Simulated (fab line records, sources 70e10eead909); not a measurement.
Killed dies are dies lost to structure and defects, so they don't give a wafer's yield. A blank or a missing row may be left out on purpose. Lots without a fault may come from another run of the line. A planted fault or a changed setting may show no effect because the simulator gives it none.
fab line records | flow nand_harc | part 1 of 2: steps 1 to 25 of 34
record lots=5 wafers=15 last_day=32
route steps=1302 shown A_STAIRCASE@853 A_SGD_CUT@890
lots that met no fault: from a run of the same line without faults
start_h: hours from the record's first day to the start of the lot's first wafer shown | wait_h: hours since the lot's step before | " the same as in the row above | L1.1+2: a row that stands for several wafers | - no value, or no start given | * or withheld: withheld | < > ~ a bound
route shown NAME@n: a module of which the file shows steps, and the number in the route of the first | usual: mean/standard deviation of fault-free wafers | same: alike in all rows | chamber/n: place in a boat | sites: the reading at each site | _std_site: their standard deviation | _edge_site: outer sites' mean less inner sites' | radius_mm: how far each site lies from the wafer's centre | mask NAME#n: copy n | behind: the tool/chamber that last shaped the wafer | hold: why the lot was held/for how many hours/how that ended | device: the transistor (n, p or np) that didn't switch | end of line: the same wafers' tests at the end of the route | a step without rows: its recipe alone | killed: dies lost to structure and defects at the first sort, not the wafer's yield | map: a wafer's dies, x killed, . not, _ none there
set.NAME: the setting as run; set.NAME@STEP: as run at that earlier step | model.NAME: the simulator's own value behind a step, which no gauge read
lots at some steps of the route; a table a step, a row a wafer
services: from which hour (start_h, from the record's first day; less than 0 if before it) a tool's chamber was out of use, for how many hours, and why
## steps
# step NHARC_A_STAIRCASE_DEP_322
# recipe target_thk_a=72000 temp_c=400 target_thk_nm=7200 teos_flow_sccm=200 rf_w=500 material=SiO2
# usual heater_power_w=608/86
# columns lot.wafer tool chamber start_h wait_h heater_power_w
L074.3 pecvd-03 2 407.86 0.1 569
L074.1 " 1 " " 664
L074.6 " 2 " " 486
L081.1 pecvd-03 0 489.70 0.1 655
L081.2 " 2 " " 585
L081.4 " 1 " " 567
L089.2 pecvd-02 1 549.27 0.3 632
L089.1 " 2 " " 658
L089.4 " 1 " " 536
L088.1 pecvd-04 0 549.38 0.4 555
L088.6 " 2 " " 639
L088.4 " 0 " " 554
L093.3 pecvd-03 0 604.26 0.2 628
L093.4 " 2 " " 426
L093.6 " 0 " " 521
# step NHARC_A_STAIRCASE_ANNEAL_323
# recipe temp_c=750 time_s=1800
# usual spike_tc_centre_C=751.0/1.3
# columns lot.wafer tool chamber start_h wait_h spike_tc_centre_C
L074.1 furnace-05 0 414.82 - 751.4
L074.3 " 0 " " 750.2
L074.6 " 0 " " 752.3
L081.1 furnace-05 0 497.30 - 753.5
L081.2 " 0 " " 750.0
L081.4 " 0 " " 751.5
L088.1 furnace-07 0 553.82 - 751.4
L088.4 " 0 " " 752.0
L088.6 " 0 " " 752.9
L089.1 furnace-07 0 553.82 4.3 750.7
L089.2 " 0 " " 751.3
L089.4 " 0 " " 752.4
L093.3 furnace-08 0 610.28 - 750.3
L093.4 " 0 " " 748.8
L093.6 " 0 " " 750.9
# step NHARC_A_STAIRCASE_DEP_325
# recipe target_thk_a=72000 temp_c=400 target_thk_nm=7200 teos_flow_sccm=200 rf_w=500 material=SiO2
# usual heater_power_w=608/87
# columns lot.wafer tool chamber start_h wait_h heater_power_w
L074.1 pecvd-04 1 418.17 0.1 801
L074.3 " 0 " " 565
L074.6 " 1 " " 701
L081.2 pecvd-04 2 500.73 0.1 767
L081.1 " 0 " " 633
L081.4 " 1 " " 692
L089.1 pecvd-04 0 557.23 0.1 635
L089.2 " 2 " " 740
L089.4 " 0 " " 554
L088.1 pecvd-02 2 557.88 0.7 668
L088.4 " 2 " " 543
L088.6 " 1 " " 542
L093.3 pecvd-04 2 613.76 0.2 685
L093.4 " 1 " " 681
L093.6 " 2 " " 658
# step NHARC_A_STAIRCASE_ANNEAL_326
# recipe temp_c=750 time_s=1800
# usual spike_tc_centre_C=751.4/1.1
# columns lot.wafer tool chamber start_h wait_h spike_tc_centre_C
L074.1 furnace-07 0 421.92 - 750.5
L074.3 " 0 " " 751.3
L074.6 " 0 " " 753.7
L081.1 furnace-05 0 504.69 - 750.7
L081.2 " 0 " " 751.0
L081.4 " 0 " " 751.5
L088.1 furnace-07 0 562.40 4.4 751.4
L088.4 " 0 " " 751.5
L088.6 " 0 " " 749.9
L089.1 furnace-07 0 562.40 - 751.7
L089.2 " 0 " " 751.0
L089.4 " 0 " " 752.8
L093.3 furnace-05 0 619.77 - 752.2
L093.4 " 0 " " 752.5
L093.6 " 0 " " 750.3
# step NHARC_A_STAIRCASE_DEHYDRATE_433
# recipe temp_c=150 time_s=120
# usual chill_plate_temp_C=22.99/0.1 exhaust_pa=45.1/1
# columns lot.wafer tool chamber start_h wait_h chill_plate_temp_C exhaust_pa
L074.1 litho_track-05 0 425.31 0.1 23.19 45.5
L074.3 " 0 " " 23.17 45.4
L074.6 " 0 " " 23.17 46.7
L081.1 litho_track-07 0 508.05 0.1 22.90 45.1
L081.2 " 0 " " 23.03 43.0
L081.4 " 0 " " 22.91 45.9
L089.1 litho_track-02 0 565.83 0.1 23.14 44.9
L089.2 " 0 " " 22.95 43.8
L089.4 " 0 " " 23.09 46.2
L088.1 litho_track-07 0 565.83 0.1 23.00 45.4
L088.4 " 0 " " 22.87 43.7
L088.6 " 0 " " 23.06 45.0
L093.3 litho_track-05 0 623.12 0.1 23.18 45.7
L093.4 " 0 " " 23.16 46.0
L093.6 " 0 " " 23.08 46.8
# step NHARC_A_STAIRCASE_HMDS_434
# recipe time_s=30
# usual chill_plate_temp_C=23.02/0.081 exhaust_pa=44.8/1
# columns lot.wafer tool chamber start_h wait_h chill_plate_temp_C exhaust_pa
L074.1 litho_track-05 0 - - 22.91 44.0
L074.3 " 0 " " 22.99 43.4
L074.6 " 0 " " 22.98 44.4
L081.1 litho_track-07 0 - - 22.93 46.0
L081.2 " 0 " " 23.13 45.9
L081.4 " 0 " " 22.99 46.4
L089.1 litho_track-02 0 - - 23.07 43.9
L089.2 " 0 " " 23.08 44.4
L089.4 " 0 " " 23.13 45.0
L088.1 litho_track-07 0 - - 23.19 46.3
L088.4 " 0 " " 23.09 44.4
L088.6 " 0 " " 22.99 46.3
L093.3 litho_track-05 0 - - 23.21 45.4
L093.4 " 0 " " 22.99 47.2
L093.6 " 0 " " 23.03 44.4
# step NHARC_A_STAIRCASE_COAT_435
# recipe spin_rpm=1200
# usual chill_plate_temp_C=22.99/0.11 exhaust_pa=45.0/1.1
# columns lot.wafer tool chamber start_h wait_h chill_plate_temp_C exhaust_pa
L074.1 litho_track-05 0 - - 22.96 46.1
L074.3 " 0 " " 22.86 45.8
L074.6 " 0 " " 22.84 44.9
L081.1 litho_track-07 0 - - 23.10 43.1
L081.2 " 0 " " 23.04 44.3
L081.4 " 0 " " 23.20 43.3
L089.1 litho_track-02 0 - - 22.73 44.7
L089.2 " 0 " " 22.84 45.2
L089.4 " 0 " " 22.85 44.5
L088.1 litho_track-07 0 - - 23.10 45.1
L088.4 " 0 " " 23.05 45.9
L088.6 " 0 " " 23.11 46.0
L093.3 litho_track-05 0 - - 23.16 47.2
L093.4 " 0 " " 23.17 46.4
L093.6 " 0 " " 22.98 45.4
# step NHARC_A_STAIRCASE_SOFTBAKE_436
# recipe temp_c=135 time_s=170
# usual chill_plate_temp_C=23.01/0.11 exhaust_pa=45.1/0.85
# columns lot.wafer tool chamber start_h wait_h chill_plate_temp_C exhaust_pa
L074.1 litho_track-05 0 - - 23.02 46.1
L074.3 " 0 " " 23.05 45.4
L074.6 " 0 " " 22.99 44.4
L081.1 litho_track-07 0 - - 22.97 45.3
L081.2 " 0 " " 22.84 45.6
L081.4 " 0 " " 23.06 44.5
L089.1 litho_track-02 0 - - 23.12 44.1
L089.2 " 0 " " 22.95 45.3
L089.4 " 0 " " 23.11 45.5
L088.1 litho_track-07 0 - - 23.13 45.1
L088.4 " 0 " " 23.10 44.3
L088.6 " 0 " " 23.06 46.8
L093.3 litho_track-05 0 - - 23.03 45.3
L093.4 " 0 " " 23.05 45.5
L093.6 " 0 " " 23.00 44.3
# step NHARC_A_STAIRCASE_EBR_437
# usual chill_plate_temp_C=23.00/0.11 exhaust_pa=44.8/1
# columns lot.wafer tool chamber start_h wait_h chill_plate_temp_C exhaust_pa
L074.1 litho_track-05 0 - - 23.04 45.1
L074.3 " 0 " " 22.98 44.5
L074.6 " 0 " " 22.85 45.2
L081.1 litho_track-07 0 - - 23.02 44.2
L081.2 " 0 " " 23.02 43.6
L081.4 " 0 " " 23.10 45.1
L089.1 litho_track-02 0 - - 22.96 44.3
L089.2 " 0 " " 23.06 45.3
L089.4 " 0 " " 22.82 44.5
L088.1 litho_track-07 0 - - 23.14 44.4
L088.4 " 0 " " 23.12 45.7
L088.6 " 0 " " 23.10 45.5
L093.3 litho_track-05 0 - - 22.88 43.6
L093.4 " 0 " " 22.86 43.3
L093.6 " 0 " " 23.00 42.6
# step NHARC_A_STAIRCASE_EXPOSE_438
# recipe na=0.5 dose_mj=28.97 mask_id=STAIR_REV
# columns lot.wafer tool chamber start_h wait_h mask
L074.1+3+6 krf_scanner-02 0 425.64 - STAIR_REV#0
L081.1+2+4 krf_scanner-02 0 508.69 - STAIR_REV#0
L089.1+2+4 krf_scanner-02 0 566.03 - STAIR_REV#0
L088.1+4+6 krf_scanner-03 0 566.19 - STAIR_REV#0
L093.3+4+6 krf_scanner-03 0 623.46 - STAIR_REV#0
# step NHARC_A_STAIRCASE_PEB_439
# recipe peb_temp_c=115 peb_time_s=130
# usual chill_plate_temp_C=23.01/0.1 exhaust_pa=45.1/0.89
# columns lot.wafer tool chamber start_h wait_h chill_plate_temp_C exhaust_pa
L074.1 litho_track-02 0 425.71 0.1 22.88 44.8
L074.3 " 0 " " 23.01 45.5
L074.6 " 0 " " 22.98 47.3
L081.1 litho_track-07 0 508.76 0.1 22.99 44.2
L081.2 " 0 " " 22.94 43.5
L081.4 " 0 " " 22.99 44.4
L089.1 litho_track-02 0 566.10 0.1 23.01 43.3
L089.2 " 0 " " 23.17 44.0
L089.4 " 0 " " 23.11 42.8
L088.1 litho_track-02 0 566.26 0.1 23.00 45.2
L088.4 " 0 " " 22.94 45.1
L088.6 " 0 " " 23.06 46.7
L093.3 litho_track-05 0 623.52 0.1 23.24 45.9
L093.4 " 0 " " 23.06 45.9
L093.6 " 0 " " 23.05 44.3
# step NHARC_A_STAIRCASE_DEVELOP_440
# recipe time_s=140
# usual chill_plate_temp_C=22.99/0.098 exhaust_pa=45.0/0.9
# columns lot.wafer tool chamber start_h wait_h chill_plate_temp_C exhaust_pa
L074.1 litho_track-02 0 - - 22.98 44.4
L074.3 " 0 " " 23.00 45.0
L074.6 " 0 " " 23.00 44.9
L081.1 litho_track-07 0 - - 23.16 45.8
L081.2 " 0 " " 23.15 45.6
L081.4 " 0 " " 22.97 44.6
L089.1 litho_track-02 0 - - 22.93 44.6
L089.2 " 0 " " 22.99 46.1
L089.4 " 0 " " 23.02 44.9
L088.1 litho_track-02 0 - - 22.88 44.2
L088.4 " 0 " " 22.93 45.4
L088.6 " 0 " " 22.97 44.4
L093.3 litho_track-05 0 - - 23.13 43.9
L093.4 " 0 " " 22.98 44.3
L093.6 " 0 " " 23.13 43.6
# step NHARC_A_STAIRCASE_HARDBAKE_442
# recipe temp_c=120 time_s=140
# usual chill_plate_temp_C=23.00/0.11 exhaust_pa=44.9/0.94
# columns lot.wafer tool chamber start_h wait_h chill_plate_temp_C exhaust_pa
L074.1 litho_track-02 0 425.92 - 23.13 43.9
L074.3 " 0 " " 23.01 44.2
L074.6 " 0 " " 22.97 44.3
L081.1 litho_track-02 0 508.98 - 23.17 44.5
L081.2 " 0 " " 22.98 44.6
L081.4 " 0 " " 23.02 44.1
L089.1 litho_track-07 0 566.32 - 22.95 44.9
L089.2 " 0 " " 23.04 44.2
L089.4 " 0 " " 23.03 43.4
L088.1 litho_track-07 0 566.48 - 22.99 44.8
L088.4 " 0 " " 22.95 44.5
L088.6 " 0 " " 22.98 44.7
L093.3 litho_track-05 0 623.74 - 22.98 44.5
L093.4 " 0 " " 23.03 44.7
L093.6 " 0 " " 22.77 44.5
# step NHARC_A_STAIRCASE_DESCUM_443
# recipe time_s=3 o2_flow_sccm=200 ar_flow_sccm=0 bias_power_w=0 chemistry=O2
# usual drypump_motor_current_A=6.0/0.36 oes_product_au=0.998/0.0097 rf_vpp_V=57.8/0.87 showerhead_plenum_p_Torr=1.92/0.085 throttle_valve_pct=11.311/0.009
# columns lot.wafer tool chamber start_h wait_h drypump_motor_current_A oes_product_au rf_hours_counter_h rf_vpp_V showerhead_plenum_p_Torr throttle_valve_pct
L074.3 rie_diel-03 2 426.03 - 6.4 1.005 45 56.4 1.83 11.312
L074.1 " 3 " " 6.2 1.002 43 58.0 2.04 11.317
L074.6 " 0 " " 5.7 0.994 - 58.1 1.86 11.310
L081.4 rie_diel-02 1 509.11 - 5.5 0.984 28 57.2 2.03 11.324
L081.1 " 2 " " 6.6 0.991 18 57.0 1.97 11.321
L081.2 " 0 " " 5.9 0.993 37 57.2 1.86 11.322
L089.4 rie_diel-03 2 566.42 - 6.5 0.998 30 58.4 1.82 11.303
L089.1 " 3 " " 6.2 1.002 33 59.3 2.02 11.313
L089.2 " 0 " " 5.7 0.994 40 57.3 1.85 11.317
L088.4 rie_diel-02 3 566.58 - 5.8 0.984 50 57.0 1.77 11.320
L088.1 " 0 " " 6.0 0.991 53 56.9 1.85 11.307
L088.6 " 2 " " 6.6 0.986 - 56.8 1.96 11.309
L093.4 rie_diel-03 2 623.82 - 6.4 0.996 48 56.8 1.81 11.324
L093.3 " 3 " " 6.2 0.999 50 57.9 2.02 11.327
L093.6 " 2 " " 6.4 1.000 - 57.2 1.81 11.323
# step NHARC_A_STAIRCASE_ETCH_444
# recipe target_depth_a=2.04e+05 time_s=6800 c4f8_flow_sccm=20 o2_flow_sccm=10 ar_flow_sccm=withheld rf_w=600 bias_w=1000 chemistry=C4F8/O2
# usual oes_product_au=0.927/0.014 rf_vpp_V=807/4.9
# columns lot.wafer tool chamber start_h wait_h oes_product_au rf_hours_counter_h rf_vpp_V
L074.3 rie_diel-03 3 426.64 0.6 0.929 44 813
L074.1 " 0 " " 0.918 39 806
L074.6 " 3 428.57 2.5 0.936 - 814
L081.2 rie_diel-02 1 509.56 0.4 0.925 30 815
L081.1 " 2 " " 0.914 20 811
L081.4 " 3 " " 0.924 34 798
L089.1 rie_diel-03 0 566.97 0.5 0.916 41 803
L089.4 " 1 " " 0.923 34 810
L089.2 " 2 " " 0.918 31 801
L088.1 rie_diel-02 0 567.13 0.5 0.929 54 803
L088.4 " 1 " " 0.918 46 813
L088.6 " 0 569.02 2.4 0.925 - 803
L093.3 rie_diel-03 2 624.39 0.5 0.920 49 801
L093.4 " 3 " " 0.927 51 813
L093.6 " 2 626.29 2.4 0.934 - 802
# step NHARC_A_STAIRCASE_STRIP_446
# recipe power_w=1500 temp_c=250 chemistry=O2
# usual drypump_motor_current_A=5.6/0.41 heater_power_w=367/15
# columns lot.wafer tool chamber start_h wait_h drypump_motor_current_A heater_power_w rf_hours_counter_h
L074.1 plasma_asher-01 1 430.64 0.1 5.9 358 16
L074.3 " 1 " " 5.9 349 -
L074.6 " 1 " " 5.9 349 -
L081.1 plasma_asher-02 0 513.95 0.0 6.0 353 16
L081.2 " 1 " " 5.0 387 16
L081.4 " 1 " " 5.0 386 -
L089.1 plasma_asher-01 1 570.86 0.0 5.9 344 12
L089.2 " 0 " " 5.4 372 12
L089.4 " 1 " " 5.9 337 -
L088.1 plasma_asher-02 1 571.10 0.1 5.0 382 27
L088.4 " 0 " " 6.0 357 -
L088.6 " 1 " " 5.0 385 -
L093.4 plasma_asher-02 0 628.41 0.1 6.0 384 -
L093.3 " 1 " " 5.0 403 -
L093.6 " 1 " " 5.0 390 -
# step NHARC_A_STAIRCASE_STRIP_447
# recipe time_s=900 temp_c=130 chemistry=SPM
# columns lot.wafer tool chamber start_h wait_h
L074.6+1+3 wet_bench-03 1,2,4 430.96 0.1
L081.4+1+2 wet_bench-03 7,2,4 514.30 0.2
L089.2+4+1 wet_bench-09 4,5,6 571.21 0.3
L088.4+1+6 wet_bench-03 1,4,5 571.41 0.2
L093.3+4+6 wet_bench-09 1,3,4 628.67 0.2
# step NHARC_A_STAIRCASE_PRECLEAN_448
# recipe time_s=* temp_c=50 bath_age_min=0 chemistry=SC1
# usual nh4oh_flow_mL_min=28.30/0.094 sc1_h2o2_end_mol_l=0.3698/0.0007
# same bath_age_min=0
# columns lot.wafer tool chamber start_h wait_h nh4oh_flow_mL_min sc1_h2o2_end_mol_l
L074.6 wet_bench-03 1 - - 28.45 0.3704
L074.1 " 2 " " 28.27 0.3688
L074.3 " 4 " " 28.27 0.3712
L081.4 wet_bench-03 7 - - 28.21 0.3706
L081.1 " 2 " " 28.48 0.3696
L081.2 " 4 " " 28.37 0.3689
L089.2 wet_bench-09 4 - - 28.27 0.3698
L089.4 " 5 " " 28.35 0.3701
L089.1 " 6 " " 28.19 0.3703
L088.4 wet_bench-03 1 - - 28.44 0.3688
L088.1 " 4 " " 28.29 0.3699
L088.6 " 5 " " 28.29 0.3692
L093.3 wet_bench-09 1 - - 28.28 0.3697
L093.4 " 3 " " 28.19 0.3694
L093.6 " 4 " " 28.25 0.3701
# step NHARC_A_STAIRCASE_SRD_449
# columns lot.wafer tool chamber start_h wait_h
L074.6+1+3 wet_bench-03 1,2,4 - -
L081.4+1+2 wet_bench-03 7,2,4 - -
L089.2+4+1 wet_bench-09 4,5,6 - -
L088.4+1+6 wet_bench-03 1,4,5 - -
L093.3+4+6 wet_bench-09 1,3,4 - -
# step NHARC_A_STAIRCASE_CMP_450
# recipe target_thk_nm=200 material=SiO2
# usual motor_current_A=12.6/0.53
# columns lot.wafer tool chamber start_h wait_h motor_current_A
L074.3 cmp-04 0 431.41 - 12.6
L074.1 " 1 " " 13.0
L074.6 " 0 " " 13.1
L081.2 cmp-04 0 514.76 - 12.1
L081.4 " 1 " " 13.3
L081.1 " 2 " " 12.0
L089.1 cmp-04 0 571.67 - 12.9
L089.4 " 1 " " 13.0
L089.2 " 2 " " 12.5
L088.4 cmp-04 3 571.86 - 13.3
L088.1 " 1 " " 13.4
L088.6 " 2 " " 12.0
L093.3 cmp-01 3 629.11 - 12.7
L093.4 " 2 " " 12.7
L093.6 " 3 " " 11.9
# step NHARC_A_STAIRCASE_CMP_152
# usual motor_current_A=12.5/0.57
# columns lot.wafer tool chamber start_h wait_h motor_current_A
L074.3 cmp-04 0 431.48 0.1 12.4
L074.1 " 1 " " 12.1
L074.6 " 0 " " 12.2
L081.2 cmp-04 0 514.83 0.1 11.9
L081.4 " 1 " " 12.0
L081.1 " 2 " " 12.0
L089.1 cmp-04 0 571.74 0.1 12.9
L089.4 " 1 " " 13.0
L089.2 " 2 " " 11.6
L088.4 cmp-04 3 571.93 0.1 14.0
L088.1 " 1 " " 12.8
L088.6 " 2 " " 12.2
L093.3 cmp-01 3 629.19 0.1 11.9
L093.4 " 2 " " 13.2
L093.6 " 3 " " 11.3
# step NHARC_A_STAIRCASE_SRD_154
# columns lot.wafer tool chamber start_h wait_h
L074.6+3+1 wet_bench-09 3,4,6 431.77 0.1
L081.1+4+2 wet_bench-05 1,2,4 515.13 0.1
L089.1+4+2 wet_bench-09 1,4,6 572.03 0.0
L088.4+6+1 wet_bench-09 6,1,2 572.21 0.0
L093.4+6+3 wet_bench-09 5,7,1 629.47 0.0
# step NHARC_A_STAIRCASE_ETCH_403
# recipe target_depth_a=1082 chemistry=dHF material=SiO2
# columns lot.wafer tool chamber start_h wait_h
L074.6+3+1 wet_bench-09 3,4,6 431.82 0.0
L081.1+4+2 wet_bench-05 1,2,4 515.18 0.0
L089.1+4+2 wet_bench-09 1,4,6 572.06 0.0
L088.4+6+1 wet_bench-09 6,1,2 572.23 0.0
L093.4+6+3 wet_bench-09 5,7,1 629.50 0.0
# step NHARC_A_STAIRCASE_ETCHBACK_422
# recipe target_depth_a=400 over_etch_frac=0.3 time_s=74.286 ion_energy_ev=120 ch3f_flow_sccm=50 o2_flow_sccm=30 ar_flow_sccm=200 rf_w=500 bias_w=100 chemistry=CH3F/O2
# usual drypump_motor_current_A=6.0/0.34 oes_product_au=0.96/0.036 rf_vpp_V=244.4/1.7 showerhead_plenum_p_Torr=2.46/0.11 throttle_valve_pct=20.662/0.01
# columns lot.wafer tool chamber start_h wait_h drypump_motor_current_A oes_product_au rf_hours_counter_h rf_vpp_V showerhead_plenum_p_Torr throttle_valve_pct
L074.3 rie_diel-08 3 431.99 0.2 6.1 0.97 22 246.1 2.60 20.655
L074.1 " 0 " " 6.4 0.97 17 243.6 2.40 20.641
L074.6 " 2 " " 6.2 0.98 - 244.0 2.49 20.672
L081.4 rie_diel-02 2 515.34 0.1 6.6 1.00 23 244.2 2.52 20.673
L081.1 " 3 " " 5.8 1.00 35 242.4 2.29 20.659
L081.2 " 0 " " 5.9 1.01 39 243.0 2.39 20.686
L089.1 rie_diel-08 1 572.21 0.1 5.7 0.99 5 242.7 2.38 20.663
L089.4 " 2 " " 6.2 1.02 5 245.3 2.47 20.660
L089.2 " 3 " " 6.0 1.00 5 247.4 2.59 20.648
L088.4 rie_diel-03 1 572.39 0.1 5.6 0.93 36 247.0 2.52 20.661
L088.1 " 0 " " 5.7 0.93 45 242.3 2.37 20.652
L088.6 " 1 " " 5.6 0.92 - 245.8 2.52 20.654
L093.3 rie_diel-03 0 629.68 0.2 5.7 1.00 61 243.9 2.37 20.673
L093.6 " 2 " " 6.4 0.99 - 242.6 2.33 20.662
L093.4 " 3 " " 6.2 1.00 - 246.0 2.59 20.677
# step NHARC_A_STAIRCASE_ETCH_423
# recipe target_depth_a=300 chemistry=dHF material=SiO2
# columns lot.wafer tool chamber start_h wait_h
L074.1+6+3 wet_bench-09 0,4,5 432.14 0.1
L081.4+2+1 wet_bench-05 7,1,2 515.53 0.2
L089.1+2+4 wet_bench-05 0,1,3 572.41 0.2
L088.6+1+4 wet_bench-03 6,1,3 572.55 0.1
L093.3+6+4 wet_bench-05 6,0,1 629.85 0.1
